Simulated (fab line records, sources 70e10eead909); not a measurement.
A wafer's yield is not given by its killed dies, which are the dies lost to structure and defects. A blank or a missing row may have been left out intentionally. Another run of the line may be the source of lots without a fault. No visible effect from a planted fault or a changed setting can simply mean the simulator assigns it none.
Which tool did it?    flow nand-harc    12 lots with 36 wafers sampled at 5 steps, on a route of 1159 steps

== WHAT THE GAUGES READ, wafer by wafer ==
NHARC_A_BONDPAD_OVL_MEAS_35. Usual: overlay-x-nm 0 nm, standard deviation 6.5; overlay-y-nm 1 nm, standard deviation 5.7.
lot   measured      on          overlay-x-nm (nm)  overlay-y-nm (nm)  flag
L646  day 18 05:55  overlay-01  9 9 9              10 10 9            
L649  day 18 12:38  overlay-01  -7 -7 -6           4 4 5              
L647  day 18 13:17  overlay-01  -4 -4 -4           -1 -1 -1           
L651  day 19 22:43  overlay-02  -14 -14 -13        -10 -11 -11        
L652  day 19 23:11  overlay-01  0 1 0              1 1 1              
L654  day 20 04:28  overlay-02  -2 -1 -1           -7 -6 -6           
L650  day 20 04:53  overlay-02  6 6 6              10 12 11           
L653  day 20 07:45  overlay-01  1 1 1              -1 -1 -2           
L658  day 20 23:48  overlay-01  13 13 13           -2 -1 -2           
L657  day 21 00:08  overlay-01  2 2 1              -2 -2 -2           
L661  day 22 01:32  overlay-02  4 3 4              -1 -1 -2           
L663  day 22 10:17  overlay-01  -9 -9 -9           -10 -10 -10        

NHARC_END_WLT_00. Usual: VT_DECK1_BOTTOM 0.871, standard deviation 0.0078; VT_DECK1_BOTTOM_INNER 0.872, standard deviation 0.0077; VT_DECK1_MEDIAN_NEAR_BOTTOM 0.873, standard deviation 0.0072; VT_DECK1_MEDIAN_NEAR_BOTTOM_INNER 0.872, standard deviation 0.0074; VT_DECK1_MIDDLE 0.885, standard deviation 0.0072; VT_DECK1_MIDDLE_INNER 0.885, standard deviation 0.0071; VT_DECK1_TOP 0.897, standard deviation 0.0066; VT_DECK1_TOP_INNER 0.896, standard deviation 0.0065.
lot   measured      on         VT_DECK1_BOTTOM    VT_DECK1_BOTTOM_INNER  VT_DECK1_MEDIAN_NEAR_BOTTOM  VT_DECK1_MEDIAN_NEAR_BOTTOM_INNER  VT_DECK1_MIDDLE    VT_DECK1_MIDDLE_INNER  VT_DECK1_TOP       VT_DECK1_TOP_INNER  flag
L646  day 19 09:22  prober-01  0.870 0.872 0.877  0.870 0.867 0.884      0.872 0.868 0.876            0.881 0.869 0.872                  0.886 0.875 0.884  0.873 0.881 0.877      0.897 0.900 0.896  0.900 0.902 0.895   
L649  day 20 00:53  prober-01  0.871 0.859 0.864  0.867 0.856 0.879      0.869 0.862 0.867            0.864 0.859 0.873                  0.882 0.872 0.881  0.885 0.881 0.880      0.895 0.891 0.898  0.900 0.892 0.895   
L647  day 20 00:50  prober-02  0.867 0.851 0.857  0.868 0.855 0.857      0.865 0.854 0.862            0.872 0.863 0.859                  0.880 0.867 0.877  0.883 0.870 0.875      0.890 0.891 0.887  0.891 0.890 0.890   
L651  day 21 02:40  prober-02  0.859 0.872 0.856  0.859 0.866 0.854      0.865 0.874 0.860            0.863 0.867 0.858                  0.873 0.880 0.870  0.881 0.877 0.873      0.894 0.888 0.899  0.895 0.892 0.896   
L652  day 21 02:39  prober-01  0.875 0.874 0.871  0.876 0.867 0.875      0.875 0.874 0.873            0.869 0.873 0.869                  0.887 0.890 0.880  0.891 0.895 0.887      0.893 0.898 0.898  0.900 0.901 0.896   
L654  day 21 17:41  prober-01  0.864 0.870 0.865  0.867 0.869 0.867      0.868 0.869 0.872            0.870 0.870 0.866                  0.878 0.886 0.889  0.884 0.880 0.874      0.895 0.895 0.898  0.896 0.892 0.894   
L650  day 21 09:55  prober-02  0.853 0.861 0.875  0.859 0.859 0.866      0.860 0.864 0.875            0.873 0.864 0.862                  0.884 0.876 0.880  0.874 0.878 0.881      0.887 0.890 0.890  0.906 0.893 0.891   
L653  day 21 10:23  prober-01  0.883 0.876 0.870  0.877 0.880 0.874      0.884 0.876 0.873            0.876 0.888 0.887                  0.896 0.895 0.892  0.886 0.902 0.888      0.907 0.908 0.899  0.901 0.905 0.900   
L658  day 22 01:17  prober-02  0.878 0.870 0.877  0.870 0.862 0.871      0.873 0.871 0.872            0.858 0.862 0.874                  0.879 0.881 0.879  0.885 0.891 0.879      0.894 0.895 0.899  0.897 0.889 0.894   
L657  day 22 08:04  prober-02  0.882 0.882 0.882  0.882 0.890 0.875      0.869 0.881 0.884            0.878 0.879 0.875                  0.891 0.889 0.884  0.890 0.895 0.897      0.905 0.897 0.898  0.897 0.895 0.904   
L661  day 23 10:19  prober-01  0.885 0.883 0.888  0.887 0.881 0.885      0.886 0.882 0.888            0.883 0.884 0.883                  0.898 0.899 0.896  0.894 0.891 0.902      0.909 0.905 0.904  0.910 0.913 0.907   
L663  day 23 16:52  prober-02  0.876 0.867 0.876  0.875 0.858 0.868      0.877 0.869 0.863            0.871 0.873 0.869                  0.887 0.881 0.887  0.884 0.884 0.877      0.896 0.903 0.903  0.899 0.893 0.890   

NHARC_END_SORT_01. Usual: killed-at-array 28, standard deviation 8.6; killed-at-other 0.7, standard deviation 1.2; killed-at-periphery 3.1, standard deviation 2.3; killed-dies 32, standard deviation 8.7; killed-open 3.2, standard deviation 1.7; killed-short 2.0, standard deviation 1.5.
lot   measured      on         killed-at-array  killed-at-other  killed-at-periphery  killed-dies  killed-open  killed-short  flag
L661  day 23 13:19  prober-01  57 86 64         1 1 0            4 3 2                62 90 66     3 3 3        7 2 1         OFF
L663  day 23 20:45  prober-02  82 42 97         0 0 0            2 4 5                84 46 102    3 2 2        4 2 1         OFF

== EACH LOT AND THE TOOL THAT RAN IT (in order: tool; ch and the chambers of the sampled wafers; start) ==
lot   NHARC_A_CONTACT_ETCH_113              NHARC_HYBRID_BOND_ACTIVATE_00
L646  har-cap-etch-01 ch 0,1, day 16 19:50  rie-diel-11 ch 0,1,2, day 18 08:43
L649  har-cap-etch-02 ch 0,1, day 17 02:33  rie-diel-11 ch 0,1, day 18 15:25
L647  har-cap-etch-03 ch 0, day 17 02:53    rie-diel-08 ch 0,1,2, day 18 16:06
L651  har-cap-etch-02 ch 0,1, day 18 02:52  rie-diel-11 ch 0,2,3, day 20 01:26
L652  har-cap-etch-01 ch 0,1, day 18 03:55  rie-diel-11 ch 0,1,3, day 20 02:26
L654  har-cap-etch-02 ch 0,1, day 18 11:16  rie-diel-08 ch 0,2, day 20 07:19
L650  har-cap-etch-01 ch 0,1, day 18 12:17  rie-diel-11 ch 0,3, day 20 07:41
L653  har-cap-etch-01 ch 1, day 18 18:46    rie-diel-11 ch 0,2, day 20 10:32
L658  har-cap-etch-01 ch 0,1, day 19 09:06  rie-diel-11 ch 1,2,3, day 21 02:35
L657  har-cap-etch-03 ch 0,1, day 19 13:10  rie-diel-12 ch 0,3, day 21 02:56
L661  har-cap-etch-01 ch 0,1, day 20 12:44  rie-diel-11 ch 1,2,3, day 22 04:19
L663  har-cap-etch-01 ch 0,1, day 20 17:52  rie-diel-11 ch 0,3, day 22 13:01
- NHARC_A_CONTACT_ETCH_113: etches the open film in C4F8/O2/Ar, time 94 s, target depth 922 nm.
- NHARC_HYBRID_BOND_ACTIVATE_00: chemistry N2, time 60 s.

== AS READ BY THE TOOLS THEMSELVES (means over the sampled wafers that have a number; for cases with no such wafer, the mark the record gives instead) ==
NHARC_HYBRID_BOND_ACTIVATE_00. Usual: drypump-motor-current-A 5.7 A, standard deviation 0.51; oes-product-au 0.996 a.u., standard deviation 0.012; rf-vpp-V 64.0 V, standard deviation 0.97; showerhead-plenum-p-Torr 1.76 Torr, standard deviation 0.08.
lot   tool         drypump-motor-current-A (A)  oes-product-au (a.u.)  rf-vpp-V (V)  showerhead-plenum-p-Torr (Torr)  flag
L646  rie-diel-11  5.7                          0.992                  64.4          1.76                             
L649  rie-diel-11  6.0                          1.008                  63.9          1.73                             
L647  rie-diel-08  5.5                          1.010                  64.2          1.81                             
L651  rie-diel-11  6.2                          0.993                  63.1          1.69                             
L652  rie-diel-11  5.9                          1.000                  64.4          1.73                             
L654  rie-diel-08  5.4                          1.000                  63.8          1.80                             
L650  rie-diel-11  6.4                          1.000                  64.0          1.67                             
L653  rie-diel-11  6.2                          0.996                  63.9          1.69                             
L658  rie-diel-11  5.7                          0.982                  64.5          1.76                             
L657  rie-diel-12  5.5                          1.002                  63.6          1.75                             
L661  rie-diel-11  5.7                          0.992                  63.8          1.76                             
L663  rie-diel-11  6.3                          0.997                  64.4          1.67                             

== THE ANSWER, worked out from the rows above alone ==
Rule: take the mean of a lot's wafers that have a number; if it is more than 3 standard deviations from the usual mean, the lot is off. Also off: a lot with no number at a reading for which 4 or more lots have one. All remaining lots with rows at the step are treated as sound. First the gauges in route order, then the tools' own readings, where a lot's mean is used as printed above. At the first step where some lot is off, the reading lying furthest off is the one used; lots without a number count as furthest.
Off: L661, L663, at NHARC_END_SORT_01 (killed-at-array). Neither off nor sound, because the step has no rows for them: L646, L649, L647, L651, L652, L654, L650, L653, L658, L657.
A tool fits if, at a process step before that reading, it ran every lot that is off, and no sound lot after the first of them. The gauges at NHARC_END_SORT_01 are tried like those tools. Can't be told from this: 2 tools fit, har-cap-etch-01 at NHARC_A_CONTACT_ETCH_113, rie-diel-11 at NHARC_HYBRID_BOND_ACTIVATE_00.

== WHAT WAS PUT IN BY THE SIMULATOR ==
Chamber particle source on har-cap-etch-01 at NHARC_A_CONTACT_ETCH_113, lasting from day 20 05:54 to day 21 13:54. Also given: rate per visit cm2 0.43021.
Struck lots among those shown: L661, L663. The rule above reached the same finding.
